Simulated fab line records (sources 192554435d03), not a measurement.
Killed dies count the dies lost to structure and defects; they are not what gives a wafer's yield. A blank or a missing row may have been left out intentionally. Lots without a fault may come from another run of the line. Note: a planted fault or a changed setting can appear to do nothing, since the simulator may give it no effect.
Split-lot experiment	flow n5Finfet	39 wafers read across 7 lots, on a route 1938 steps long

## THE SPLIT ITSELF
At N5_BEOL_M9_VIA_ETCH_34 (etches SiCOH lowk in C4F6/O2, target depth 182.4 nm, time 68.4 s), the setting targetDepthA was moved away from the recipe's 1824 angstrom on 15 of the 39 wafers read, by -52.1% to +56.7%. The other wafers ran this setting at the recipe's value.

Reading taken at the split's own step.

## THE READING
SOC_of_BEOL_M9_COAT_63.thkNm (the simulator's own value, which no gauge read), in nm, at N5_BEOL_M9_VIA_ETCH_34 (etches SiCOH lowk in C4F6/O2, target depth 182.4 nm, time 68.4 s). No usual value for it is given in the file. Here, 24 wafers ran the recipe; their average is 51.1 nm with a standard deviation of 0.2 nm.

wafer	tool, chamber at the split	targetDepthA as run, angstrom	against the recipe	SOC_of_BEOL_M9_COAT_63.thkNm, nm	against lot-mates on the recipe
L074.1	rieDiel-06, 3	874	-52.1%	55.4	+4.5
L074.2	rieDiel-06, 1	874	-52.1%	55.4	+4.5
L074.3	rieDiel-06, 2	874	-52.1%	55.4	+4.5
L074.4	rieDiel-06, 0	1824	recipe	51	-
L074.5	rieDiel-06, 1	1824	recipe	50.6	-
L074.6	rieDiel-06, 0	1824	recipe	51	-
L078.1	rieDiel-02, 1	1824	recipe	51.2	-
L078.2	rieDiel-02, 2	1824	recipe	51.4	-
L078.3	rieDiel-02, 3	1824	recipe	51.4	-
L080.1	rieDiel-05, 2	1824	recipe	51.2	-
L080.2	rieDiel-05, 0	1824	recipe	51.2	-
L080.3	rieDiel-05, 3	1824	recipe	51.4	-
L080.4	rieDiel-05, 1	1824	recipe	51.2	-
L080.5	rieDiel-05, 3	1824	recipe	51	-
L080.6	rieDiel-05, 2	1824	recipe	51.2	-
L079.1	rieDiel-05, 1	1824	recipe	50.8	-
L079.2	rieDiel-05, 2	1247	-31.6%	53.8	+2.9
L079.3	rieDiel-05, 3	1824	recipe	50.8	-
L079.4	rieDiel-05, 3	1824	recipe	51	-
L079.5	rieDiel-05, 1	1247	-31.6%	53.8	+2.9
L079.6	rieDiel-05, 2	1247	-31.6%	53.8	+2.9
L088.1	rieDiel-02, 1	1824	recipe	51.2	-
L088.2	rieDiel-02, 2	2288	+25.4%	49.2	-1.9
L088.3	rieDiel-02, 3	1824	recipe	51.2	-
L088.4	rieDiel-02, 0	2288	+25.4%	48.8	-2.3
L088.5	rieDiel-02, 0	2288	+25.4%	48.6	-2.5
L088.6	rieDiel-02, 1	1824	recipe	51	-
L090.1	rieDiel-05, 2	2585	+41.7%	47.4	-3.6
L090.2	rieDiel-05, 0	1824	recipe	51	-
L090.3	rieDiel-05, 1	2585	+41.7%	47.4	-3.6
L090.4	rieDiel-05, 3	1824	recipe	51	-
L090.5	rieDiel-05, 2	1824	recipe	51	-
L090.6	rieDiel-05, 1	2585	+41.7%	47.4	-3.6
L096.1	rieDiel-06, 0	1824	recipe	51.4	-
L096.2	rieDiel-06, 3	2858	+56.7%	46	-5.2
L096.3	rieDiel-06, 1	1824	recipe	51	-
L096.4	rieDiel-06, 2	2858	+56.7%	46.2	-5.0
L096.5	rieDiel-06, 1	2858	+56.7%	45.8	-5.4
L096.6	rieDiel-06, 2	1824	recipe	51.2	-

FIT RESULTS
A straight line over all 39 wafers: SOC_of_BEOL_M9_COAT_63.thkNm changes by -0.0867 nm for each +1% of targetDepthA; r = -1.00; the points scatter about the line by 0.2 nm.
The same after taking each lot's own level away (the mean of its wafers on the recipe; 39 wafers): -0.0893 nm for each +1%; r = -1.00; scatter 0.15 nm.
That fit puts the effect of the largest move of targetDepthA on the reading at 5.1 nm.
The span of the lots' own levels, 50.87 to 51.33 nm, comes to 2.3 times the standard deviation stated above.
The two slopes agree, so the slope changes little with the lot-to-lot level.
Check: -5.04 nm against its lot-mates is what the line predicts for one of the wafers moved furthest among these (+56.7%) when that wafer is left out of the fit. It came out at -5.2 nm against them.

## FURTHER SPLITS ON THESE WAFERS
These wafers also went through other splits before the reading. Each is held against what the fit with the lots' levels taken away leaves over:
other split on the same wafers	wafers away from the commonest value	r with SOC_of_BEOL_M9_COAT_63.thkNm (lot level and that fit taken away)
N5_FIN_SAQP_ETCH_65 timeS	12	-0.10
N5_SD_EPI_N_DEVELOP_08 developTimeS	9	+0.24
N5_MOL_CONTACT_COAG_ALD_27 timeS	15	-0.23
N5_BEOL_M6_ETCH_62 timeS	15	-0.01
N5_BEOL_M8_CURE_75 timeS	12	-0.10

## THE WHOLE CHAIN: every reading that the file lists as answering this split, in the file's order
step	what it does	reading	change (the file's fit)	r (the file's)
N5_BEOL_M9_VIA_ETCH_34	etches SiCOH lowk in C4F6/O2, target depth 182.4 nm, time 68.4 s	etch.depthNm (the simulator's own value, which no gauge read)	+1.84 nm for each +1% of the setting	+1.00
N5_BEOL_M9_VIA_ETCH_34	etches SiCOH lowk in C4F6/O2, target depth 182.4 nm, time 68.4 s	SOC_of_BEOL_M9_COAT_63.thkNm (the simulator's own value, which no gauge read)	-0.0893 nm for each +1% of the setting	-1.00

## FILE'S OWN FIT
SOC_of_BEOL_M9_COAT_63.thkNm changes by -0.0893 nm for each +1% of targetDepthA, r = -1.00.
